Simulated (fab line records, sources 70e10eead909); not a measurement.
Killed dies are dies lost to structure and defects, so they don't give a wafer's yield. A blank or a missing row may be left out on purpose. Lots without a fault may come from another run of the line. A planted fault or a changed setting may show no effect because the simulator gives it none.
Which tool did it? | flow nand_harc | 6 lots, 18 wafers sampled, at 1 step of a route of 1302

WHAT THE GAUGES READ, wafer by wafer
NHARC_P_STI_CD_MEAS_09: target cd 200 nm.
lot  | measured     | on        | cd_nm (nm)
L912 | day 3 07:56  | cd_sem-01 | 208 200 200
L915 | day 4 10:55  | cd_sem-01 | 207 202 205
L918 | day 5 20:41  | cd_sem-02 | 197 203 203
L927 | day 9 12:05  | cd_sem-03 | 201 197 195
L930 | day 10 18:22 | cd_sem-01 | 205 205 199
L934 | day 12 11:25 | cd_sem-02 | 199 202 199

WHICH TOOL RAN EACH LOT (tool, then ch and the chambers of the sampled wafers, then the start)
The record holds no process step before these readings.

THE ANSWER, worked out from the rows above alone
Rule: what is usual is taken from the lots themselves. Put in order of their means at a reading, lots are off if they are a third of the lots or fewer, leave a main group of 4 or more, and stand apart from it by a gap of 3 or more times the standard deviation of the main group's means; of several such gaps the widest counts. A main group whose means are all the same, to the digits that the tables above print for the reading, isn't used. A lot without any number at a reading at which 4 lots or more have one is off too. The other lots that the step has rows for count as sound.
No lot is off at any reading shown: from this, nothing can be told.

WHAT THE SIMULATOR HAD PUT IN
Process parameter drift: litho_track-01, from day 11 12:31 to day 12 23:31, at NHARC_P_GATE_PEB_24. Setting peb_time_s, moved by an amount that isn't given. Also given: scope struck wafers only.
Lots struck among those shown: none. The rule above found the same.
